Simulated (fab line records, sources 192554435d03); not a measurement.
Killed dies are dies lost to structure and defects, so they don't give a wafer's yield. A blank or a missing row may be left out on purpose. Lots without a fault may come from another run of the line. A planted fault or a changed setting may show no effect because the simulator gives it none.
A struck lot beside a sound one | flow n5_finfet | 15 steps out of a route of 1938
Sound: wafers L887.1, L887.3, L887.6. Struck: wafers L895.5, L895.6. (L895.1 of the same lot was not struck and is left out.) The cause comes at the end.
At each step with rows: each side's tool, then ch and its chambers, then its first start. Under that, the readings that differ: sound wafers | struck wafers | difference of the means | sigmas: that difference in standard deviations of wafers without a fault.
alike: readings whose means differ by less than 2 such deviations, and words and numbers that are the same on both sides. not compared: withheld readings, readings that some wafer has no value for, bounds like >300 that may hide the same value, and numbers for which the record gives no deviation and whose values overlap.
The two part at a step that has a row with sigmas, a row that says differs or no value, or rows on one side only. Numbers that don't overlap but have no deviation are shown without sigmas and don't part them. A reading that every wafer of one side lacks parts them only if that side has two wafers or more.

first, 8 steps without rows for these wafers: N5_BEOL_M9_COAT_59 (time 60 s, resist thk 100 nm); N5_BEOL_M9_COAT_60 (time 60 s, resist thk 30 nm); N5_BEOL_M9_COAT_05 (resist thk 90 nm); N5_BEOL_M9_EBR_07; N5_BEOL_M9_SOFTBAKE_06 (time 60 s); N5_BEOL_M9_EXPOSE_08 (exposes mask M9); N5_BEOL_M9_PEB_09 (peb time 60 s); N5_BEOL_M9_DEVELOP_10 (develop time 30 s).
N5_BEOL_M9_CD_MEAS_11: target cd 64.1 nm.
  sound on cd_sem-02 ch 0, day 12 10:07; struck on cd_sem-01 ch 0, day 13 14:10
  alike: cd_nm
N5_BEOL_M9_OVL_MEAS_12:
  sound on overlay-01 ch 0, day 12 10:09; struck on overlay-01 ch 0, day 13 14:12
  alike: M9_OVL
N5_BEOL_M9_INSPECT_13: inspects for defects (brightfield).
  sound on defect_inspect-02, day 12 10:11; struck on defect_inspect-02, day 13 14:13
  alike: raw_defect_count
N5_BEOL_M9_DESCUM_16: chemistry O2, time 7.9 s.
  sound on rie_diel-03 ch 0,1,2, day 12 10:25; struck on rie_diel-01 ch 0,1, day 13 14:40
  alike: drypump_motor_current_A, oes_product_au, rf_vpp_V, showerhead_plenum_p_Torr, temp_c, throttle_valve_pct
  not compared: rf_hours_counter_h
N5_BEOL_M9_ETCH_61: etches SiARC in CF4, target depth 39 nm, time 65 s.
  sound on rie_diel-03 ch 0,1,2, day 12 10:28; struck on rie_diel-01 ch 0,1, day 13 14:42
  reading               | sound          | struck    | difference | sigmas
  etch_rf_on_time_s (s) | 68.1 65.0 66.8 | 48.4 48.1 | -18.4      | -9
  oes_product_au (a.u.) | 0.61 0.61 0.60 | 0.91 0.71 | +0.20      | +2
  alike: bias_w, drypump_motor_current_A, rf_vpp_V, showerhead_plenum_p_Torr, throttle_valve_pct
  not compared: rf_hours_counter_h
N5_BEOL_M9_ETCH_62: etches SOC in N2/H2, target depth 110 nm, overetch 22 nm, time 165 s.
  sound on rie_diel-03 ch 0,1,2, day 12 10:31; struck on rie_diel-01 ch 0,1, day 13 14:45
  alike: bias_w, drypump_motor_current_A, oes_product_au, rf_vpp_V, showerhead_plenum_p_Torr, temp_c, throttle_valve_pct
  not compared: rf_hours_counter_h
then, 1 step without rows for these wafers: N5_PASSIVATION_PROBE_49.

WHERE THEY PART
Only at N5_BEOL_M9_ETCH_61, within this record. Later steps at which nothing parts them and some readings are alike: N5_BEOL_M9_ETCH_62.

WHY: what the simulator had put in
Process parameter drift: rie_diel-01, from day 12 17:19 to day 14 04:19, at N5_BEOL_M9_ETCH_61. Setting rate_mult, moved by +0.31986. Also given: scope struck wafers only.
